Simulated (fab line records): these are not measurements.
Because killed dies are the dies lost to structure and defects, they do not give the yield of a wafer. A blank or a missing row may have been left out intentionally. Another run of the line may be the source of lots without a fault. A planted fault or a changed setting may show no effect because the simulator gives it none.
fab line records -- flow nandHarc -- part 2 of 2: steps 5 to 6 of 6
[record] lots = 24, wafers = 72, lastDay = 33
route steps=1302 shown A_STAIRCASE@705
lots that met no fault: taken from a fault-free run of the same line
startH: hours from the record's first day to the start of the lot's first wafer shown -- waitH: hours since the lot's step before -- " same as the row above -- L1.1+2: a row that stands for several wafers -- - no value present, or no start provided -- * or withheld: withheld -- < > ~ a bound
route shown NAME@n: a module of which the file shows steps, and the number in the route of the first -- usual: mean and standard deviation over wafers with no fault -- same: alike in all rows -- chamber/n: place in a boat -- sites: each site's reading -- _std_site: the standard deviation of these -- _edge_site: mean of outer sites minus mean of inner sites -- radiusMm: for every site, how far away it sits from the centre of the wafer -- mask NAME#n: copy n -- behind: the last tool/chamber to shape the wafer -- hold: why the lot was held/for how many hours/how that ended -- device: names the non-switching transistor (n, p or np) -- end of line: at the end of the route, the tests of the same wafers -- a step without rows: its recipe alone -- killed: count of dies lost to structure and defects at first sort (not the wafer's yield) -- map: per-die view of a wafer (x killed, . not killed, _ where there is no die)
set.NAME: the setting that was run; set.NAME@STEP: the one run at that earlier step -- model.NAME: the simulator's own value behind a step, which no gauge read
steps of the route over a sample of lots; a table a step, a row a wafer
services: from which hour (startH, from the record's first day; less than 0 if before it) a tool's chamber was out of use, for how many hours, and why
[[steps]]
[step NHARC_A_STAIRCASE_TRIM_202]
[recipe] timeS = 211.2, o2FlowSccm = 500, arFlowSccm = 0, biasW = 0, chemistry = O2
[usual] drypumpMotorCurrentA = 5.7/0.53, oesProductAu = 1.006/0.015, rfVppV = 57.6/0.73, showerheadPlenumPTorr = 3.49/0.075, throttleValvePct = 17.037/0.0086
lot.wafer,tool,chamber,startH,waitH,drypumpMotorCurrentA,oesProductAu,rfHoursCounterH,rfVppV,showerheadPlenumPTorr,throttleValvePct
L074.2,rieDiel-07,1,-,-,6.3,1.008,24,57.8,3.62,17.051
L074.1,rieDiel-07,3,-,-,5.0,1.018,13,57.4,3.51,17.027
L074.5,rieDiel-07,2,-,-,6.2,1.013,-,57.8,3.46,17.054
L075.1,rieDiel-01,2,-,-,5.3,1.007,56,58.1,3.53,17.036
L075.2,rieDiel-01,0,-,-,6.4,1.018,53,57.7,3.41,17.032
L075.5,rieDiel-01,1,-,-,4.8,1.001,-,58.1,3.50,17.026
L076.3,rieDiel-07,0,-,-,5.5,1.008,28,58.1,3.67,17.044
L076.1,rieDiel-07,2,-,-,6.2,1.005,27,59.1,3.45,17.036
L076.6,rieDiel-07,0,-,-,5.5,1.004,-,57.6,3.67,17.038
L077.2,rieDiel-01,3,-,-,5.6,1.017,1,58.1,3.47,17.033
L077.1,rieDiel-01,2,-,-,5.2,1.007,1,56.6,3.53,17.026
L077.5,rieDiel-01,3,-,-,5.6,1.016,-,58.3,3.47,17.033
L078.4,rieDiel-01,0,-,-,6.3,1.038,-,57.1,3.41,17.026
L078.6,rieDiel-01,2,-,-,5.2,1.010,-,57.9,3.53,17.036
L078.5,rieDiel-01,3,-,-,5.6,1.007,-,58.0,3.47,17.047
L079.3,rieDiel-13,0,-,-,5.4,1.012,18,58.6,3.56,17.039
L079.4,rieDiel-13,3,-,-,6.2,0.987,20,58.9,3.48,17.029
L079.6,rieDiel-13,0,-,-,5.4,1.009,-,57.8,3.56,17.031
L081.4,rieDiel-01,0,-,-,6.3,1.026,15,56.5,3.40,17.035
L081.2,rieDiel-01,1,-,-,4.9,0.983,11,57.2,3.49,17.030
L081.5,rieDiel-01,0,-,-,6.3,1.031,-,57.7,3.40,17.048
L080.4,rieDiel-13,3,-,-,6.3,0.990,28,58.0,3.48,17.048
L080.2,rieDiel-13,0,-,-,5.4,1.009,27,57.8,3.56,17.040
L080.5,rieDiel-13,0,-,-,5.4,1.007,-,57.5,3.56,17.040
L082.4,rieDiel-07,0,-,-,5.5,1.000,45,58.5,3.66,17.054
L082.2,rieDiel-07,2,-,-,6.2,1.002,47,57.8,3.44,17.030
L082.6,rieDiel-07,0,-,-,5.5,0.999,-,57.0,3.66,17.035
L084.1,rieDiel-13,0,-,-,5.4,0.999,36,57.8,3.55,17.038
L084.2,rieDiel-13,1,-,-,5.7,1.017,35,59.0,3.43,17.048
L084.3,rieDiel-13,3,-,-,6.2,0.986,37,58.1,3.47,17.022
L083.2,rieDiel-01,2,-,-,5.3,1.009,17,56.7,3.52,17.043
L083.3,rieDiel-01,3,-,-,5.6,1.006,22,56.3,3.46,17.031
L083.5,rieDiel-01,0,-,-,6.3,1.028,-,57.3,3.40,17.033
L085.1,rieDiel-07,2,-,-,6.2,0.985,54,57.9,3.44,17.044
L085.3,rieDiel-07,0,-,-,5.6,0.996,54,56.9,3.66,17.036
L085.6,rieDiel-07,2,-,-,6.2,0.983,-,58.2,3.44,17.027
L086.4,rieDiel-01,0,-,-,6.3,1.014,36,55.0,3.39,17.020
L086.2,rieDiel-01,2,-,-,5.2,1.011,25,57.5,3.51,17.049
L086.6,rieDiel-01,0,-,-,6.3,1.024,-,56.9,3.39,17.036
L087.1,rieDiel-07,0,-,-,5.5,1.005,2,59.2,3.66,17.028
L087.2,rieDiel-07,1,-,-,6.3,1.021,1,59.1,3.60,17.035
L087.6,rieDiel-07,0,-,-,5.5,1.022,-,57.3,3.66,17.038
L089.4,rieDiel-07,0,-,-,5.6,1.001,6,58.4,3.65,17.037
L089.2,rieDiel-07,1,-,-,6.3,1.004,8,57.8,3.60,17.034
L089.5,rieDiel-07,2,-,-,6.2,1.005,-,57.8,3.43,17.039
L088.3,rieDiel-01,3,-,-,5.6,1.011,44,58.5,3.45,17.031
L088.6,rieDiel-01,1,-,-,4.8,0.994,-,57.7,3.48,17.045
L088.5,rieDiel-01,2,-,-,5.3,1.003,-,57.0,3.51,17.048
L091.2,rieDiel-07,2,-,-,6.2,1.006,12,57.7,3.43,17.049
L091.3,rieDiel-07,0,-,-,5.5,1.011,9,59.0,3.65,17.030
L091.6,rieDiel-07,2,-,-,6.2,1.007,-,57.0,3.43,17.039
L090.2,rieDiel-01,1,-,-,4.8,0.988,41,57.2,3.48,17.029
L090.1,rieDiel-01,2,-,-,5.2,1.012,37,57.4,3.51,17.029
L090.3,rieDiel-01,3,-,-,5.7,1.012,44,57.4,3.45,17.046
L092.1,rieDiel-01,2,-,-,5.3,1.000,45,57.2,3.50,17.041
L092.3,rieDiel-01,3,-,-,5.6,1.005,51,56.7,3.45,17.029
L092.5,rieDiel-01,1,-,-,4.8,0.962,-,57.8,3.47,17.041
L093.3,rieDiel-07,0,-,-,5.5,1.007,20,57.9,3.65,17.046
L093.5,rieDiel-07,2,-,-,6.2,1.009,-,58.3,3.42,17.036
L093.6,rieDiel-07,3,-,-,5.0,0.995,-,56.2,3.48,17.033
L094.4,rieDiel-13,3,-,-,6.3,0.979,6,56.7,3.46,17.036
L094.1,rieDiel-13,1,-,-,5.7,1.009,11,56.7,3.41,17.051
L094.5,rieDiel-13,3,-,-,6.3,0.976,-,58.6,3.46,17.034
L095.1,rieDiel-01,3,-,-,5.6,1.021,2,57.3,3.44,17.045
L095.4,rieDiel-01,0,-,-,6.3,1.019,1,57.8,3.38,17.044
L095.5,rieDiel-01,1,-,-,4.9,1.000,-,58.2,3.47,17.029
L096.4,rieDiel-13,1,-,-,5.7,0.990,-,57.9,3.41,17.042
L096.6,rieDiel-13,3,-,-,6.2,0.982,-,58.3,3.45,17.040
L096.5,rieDiel-13,0,-,-,5.4,1.003,-,57.3,3.53,17.045
L097.4,rieDiel-01,0,-,-,6.4,1.023,7,58.2,3.38,17.007
L097.1,rieDiel-01,2,-,-,5.2,0.988,8,58.4,3.49,17.059
L097.3,rieDiel-01,3,-,-,5.6,1.032,9,57.2,3.44,17.050
[step NHARC_A_STAIRCASE_STRIP_205]
[recipe] powerW = 1500, tempC = 250, chemistry = O2
[usual] drypumpMotorCurrentA = 5.7/0.4, heaterPowerW = 330/37
lot.wafer,tool,chamber,startH,waitH,drypumpMotorCurrentA,heaterPowerW,rfHoursCounterH
L074.1,plasmaAsher-02,1,352.38,0.1,6.2,381,21
L074.2,plasmaAsher-02,0,352.38,0.1,5.7,287,21
L074.5,plasmaAsher-02,1,352.38,0.1,6.2,374,-
L075.1,plasmaAsher-02,0,370.11,0.1,5.7,282,25
L075.2,plasmaAsher-02,1,370.11,0.1,6.2,389,25
L075.5,plasmaAsher-02,0,370.11,0.1,5.7,278,-
L076.1,plasmaAsher-01,0,370.43,0.1,5.3,347,4
L076.3,plasmaAsher-01,1,370.43,0.1,5.2,317,-
L076.6,plasmaAsher-01,1,370.43,0.1,5.2,315,-
L077.2,plasmaAsher-01,0,394.46,0.1,5.3,355,8
L077.1,plasmaAsher-01,1,394.46,0.1,5.2,321,8
L077.5,plasmaAsher-01,0,394.46,0.1,5.3,360,-
L078.4,plasmaAsher-02,1,394.64,0.2,6.2,379,-
L078.6,plasmaAsher-02,0,394.64,0.2,5.7,278,-
L078.5,plasmaAsher-02,1,394.64,0.2,6.2,379,-
L079.4,plasmaAsher-02,0,404.47,0.2,5.7,289,-
L079.3,plasmaAsher-02,1,404.47,0.2,6.2,376,-
L079.6,plasmaAsher-02,0,404.47,0.2,5.7,288,-
L081.2,plasmaAsher-01,1,428.12,0.1,5.2,315,16
L081.4,plasmaAsher-01,1,428.12,0.1,5.2,320,-
L081.5,plasmaAsher-01,0,428.12,0.1,5.3,348,-
L080.2,plasmaAsher-01,0,430.19,0.1,5.3,363,16
L080.4,plasmaAsher-01,0,430.19,0.1,5.3,350,-
L080.5,plasmaAsher-01,1,430.19,0.1,5.2,307,-
L082.2,plasmaAsher-01,1,433.90,0.2,5.2,319,17
L082.4,plasmaAsher-01,0,433.90,0.2,5.3,362,-
L082.6,plasmaAsher-01,0,433.90,0.2,5.3,350,-
L084.1,plasmaAsher-01,1,459.04,0.1,5.2,319,23
L084.2,plasmaAsher-01,0,459.04,0.1,5.3,355,23
L084.3,plasmaAsher-01,0,459.04,0.1,5.2,358,-
L083.2,plasmaAsher-01,0,459.55,0.1,5.3,358,24
L083.3,plasmaAsher-01,1,459.55,0.1,5.2,309,-
L083.5,plasmaAsher-01,0,459.55,0.1,5.3,364,-
L085.1,plasmaAsher-01,0,462.12,0.1,5.3,359,24
L085.3,plasmaAsher-01,0,462.12,0.1,5.3,356,-
L085.6,plasmaAsher-01,1,462.12,0.1,5.2,313,-
L086.2,plasmaAsher-02,1,481.13,0.1,6.2,377,11
L086.4,plasmaAsher-02,1,481.13,0.1,6.2,372,-
L086.6,plasmaAsher-02,1,481.13,0.1,6.2,368,-
L087.1,plasmaAsher-02,1,487.57,0.1,6.2,368,12
L087.2,plasmaAsher-02,0,487.57,0.1,5.7,280,12
L087.6,plasmaAsher-02,1,487.57,0.1,6.2,366,-
L089.2,plasmaAsher-02,0,503.89,0.1,5.8,281,14
L089.4,plasmaAsher-02,1,503.89,0.1,6.2,366,-
L089.5,plasmaAsher-02,1,503.89,0.1,6.2,365,-
L088.3,plasmaAsher-02,1,518.19,0.2,6.2,368,-
L088.6,plasmaAsher-02,1,518.19,0.2,6.2,363,-
L088.5,plasmaAsher-02,0,518.19,0.2,5.7,285,-
L091.2,plasmaAsher-01,0,518.58,0.1,5.3,359,35
L091.3,plasmaAsher-01,0,518.58,0.1,5.3,360,-
L091.6,plasmaAsher-01,1,518.58,0.1,5.2,308,-
L090.1,plasmaAsher-02,0,518.63,0.1,5.7,280,18
L090.2,plasmaAsher-02,1,518.63,0.1,6.2,362,18
L090.3,plasmaAsher-02,0,518.63,0.1,5.7,287,-
L092.1,plasmaAsher-02,1,535.30,0.1,6.2,372,22
L092.3,plasmaAsher-02,1,535.30,0.1,6.2,380,-
L092.5,plasmaAsher-02,1,535.30,0.1,6.2,369,-
L093.3,plasmaAsher-02,0,546.80,0.2,5.7,275,-
L093.5,plasmaAsher-02,0,546.80,0.2,5.7,287,-
L093.6,plasmaAsher-02,1,546.80,0.2,6.2,372,-
L094.1,plasmaAsher-02,0,564.71,0.1,5.7,281,27
L094.4,plasmaAsher-02,1,564.71,0.1,6.2,365,-
L094.5,plasmaAsher-02,0,564.71,0.1,5.7,281,-
L095.1,plasmaAsher-02,0,576.69,0.1,5.7,290,29
L095.4,plasmaAsher-02,1,576.69,0.1,6.2,366,-
L095.5,plasmaAsher-02,0,576.69,0.1,5.7,279,-
L096.4,plasmaAsher-01,0,578.26,0.2,5.3,338,-
L096.5,plasmaAsher-01,1,578.26,0.2,5.2,311,-
L096.6,plasmaAsher-01,0,578.26,0.2,5.3,335,-
L097.1,plasmaAsher-02,0,590.41,0.1,5.7,281,32
L097.4,plasmaAsher-02,1,590.41,0.1,6.2,364,-
L097.3,plasmaAsher-02,0,590.41,0.1,5.7,287,-
[[services]]
tool,chamber,startH,hours,kind
rieDiel-07,0,327.70,-,clean
rieDiel-07,1,327.70,-,clean
rieDiel-07,2,327.70,-,clean
rieDiel-07,3,327.70,-,clean
rieDiel-07,3,334.27,14.8,repair
rieDiel-01,3,336.93,3.0,repair
rieDiel-01,0,337.56,-,clean
rieDiel-01,1,337.56,-,clean
rieDiel-01,2,337.56,-,clean
rieDiel-13,-,342.00,9.0,pm
plasmaAsher-01,-,342.28,9.0,pm
rieDiel-07,0,352.20,-,clean
rieDiel-07,1,352.20,-,clean
rieDiel-07,-,377.09,0.3,repair
rieDiel-01,-,383.59,9.0,pm
rieDiel-13,3,393.56,9.1,repair
rieDiel-01,2,404.83,14.1,repair
plasmaAsher-02,-,426.16,9.0,pm
rieDiel-01,-,434.14,0.6,repair
rieDiel-07,-,471.41,9.0,pm
rieDiel-13,-,519.00,9.0,pm
plasmaAsher-01,-,519.28,9.0,pm
rieDiel-01,-,539.76,0.4,repair
rieDiel-01,-,560.59,9.0,pm
